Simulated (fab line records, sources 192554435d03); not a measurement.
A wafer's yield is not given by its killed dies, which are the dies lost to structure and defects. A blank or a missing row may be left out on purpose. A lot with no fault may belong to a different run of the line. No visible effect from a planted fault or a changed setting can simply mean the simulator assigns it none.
Split-lot experiment ; flow n5Finfet ; 7 lots, 21 wafers read, on a route of 1938 steps

== THE SPLIT ==
At N5_BEOL_M3_ETCH_70 (etches SOC in N2/H2, target depth 80 nm, overetch 16 nm, time 120 s), the setting timeS was moved away from the recipe's 120 s on 6 of the 21 wafers read, by +8.7% to +20.0%. This setting was run at the recipe's value on the other wafers.

The reading comes from the split's own step.

== THE READING ==
SiARC_of_BEOL_M3_COAT_68.thkNm (the simulator's own value, which no gauge read), in nm, at N5_BEOL_M3_ETCH_70 (etches SOC in N2/H2, target depth 80 nm, overetch 16 nm, time 120 s). The file does not state a usual value for it. Average 6.4 nm, standard deviation 0.15 nm, over the 15 wafers here run with the recipe.

wafer;tool, chamber at the split;timeS as run, s;against the recipe;SiARC_of_BEOL_M3_COAT_68.thkNm, nm;against lot-mates on the recipe
L076.1;rieDiel-05, 2,0,1;120;recipe;6.6;-
L076.4;rieDiel-05, 2,0,1;120;recipe;6.6;-
L076.6;rieDiel-05, 2,0,1;120;recipe;6.6;-
L081.1;rieDiel-03, 1;130.4;+8.7%;6;-0.2
L081.2;rieDiel-03, 0;130.4;+8.7%;5.6;-0.6
L081.3;rieDiel-03, 2;120;recipe;6.2;-
L083.1;rieDiel-05, 0,3;120;recipe;6.4;-
L083.5;rieDiel-05, 0,3;120;recipe;6.4;-
L083.4;rieDiel-05, 1;120;recipe;6.6;-
L088.1;rieDiel-04, 0,3;142;+18.3%;5.4;-1.0
L088.2;rieDiel-04, 0,3;142;+18.3%;5.4;-1.0
L088.3;rieDiel-04, 1;120;recipe;6.4;-
L089.3;rieDiel-03, 0;120;recipe;6.2;-
L089.4;rieDiel-03, 3;144;+20.0%;4.8;-1.4
L089.6;rieDiel-03, 3;144;+20.0%;4.8;-1.4
L096.1;rieDiel-05, 3,1;120;recipe;6.4;-
L096.4;rieDiel-05, 3,1;120;recipe;6.4;-
L096.6;rieDiel-05, 0;120;recipe;6.2;-
L097.3;rieDiel-03, 3,0;120;recipe;6.2;-
L097.6;rieDiel-03, 3,0;120;recipe;6.2;-
L097.4;rieDiel-03, 1;120;recipe;6.4;-
Rows listing several chambers each stand for several wafers; the file does not say which wafer went through which chamber.

THE FIT
A straight line over all 21 wafers: SiARC_of_BEOL_M3_COAT_68.thkNm changes by -0.0678 nm for each +1% of timeS; r = -0.94; the points scatter about the line by 0.19 nm.
The same after taking each lot's own level away (the mean of its wafers on the recipe; 21 wafers): -0.062 nm for each +1%; r = -0.97; scatter 0.12 nm.
On that fit, the largest move of timeS shifts the reading by 1.2 nm.
The lots' own levels span 6.20 to 6.60 nm, that is 2.6 times the standard deviation above.
Hence the lot-to-lot level has little effect on the slope; both slopes agree.
Check: -1.17 nm against its lot-mates is what the line predicts for one of the wafers moved furthest among these (+20.0%) when that wafer is left out of the fit. Against them it came out at -1.4 nm.

== OTHER SPLITS APPLIED TO THESE WAFERS ==
Before the reading, these wafers also passed through other splits. Each is held against what the fit with the lots' levels taken away leaves over:
other split on the same wafers;wafers away from the commonest value;r with SiARC_of_BEOL_M3_COAT_68.thkNm (lot level and that fit taken away)
N5_MOL_CONTACT_COAG_COAT_64 spinRpm;8;+0.00
N5_BEOL_M0_SAQP_PECVD_03 timeS;5;-0.11
N5_BEOL_M0_SAQP_EXPOSE_11 doseMj;5;+0.14
N5_BEOL_M0_ETCH_109 biasW;9;-0.22
N5_BEOL_M1_COAT_62 spinRpm;6;+0.03
N5_BEOL_M1_COAT_73 spinRpm;7;+0.00
N5_BEOL_M2_ALD_98 aldCycles;6;-0.26
N5_BEOL_M2_ETCH_70 biasW;10;+0.11
N5_BEOL_M3_ALD_98 aldCycles;5;+0.39

== FILE'S OWN FIT ==
SiARC_of_BEOL_M3_COAT_68.thkNm changes by -0.0614 nm for each +1% of timeS, r = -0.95.
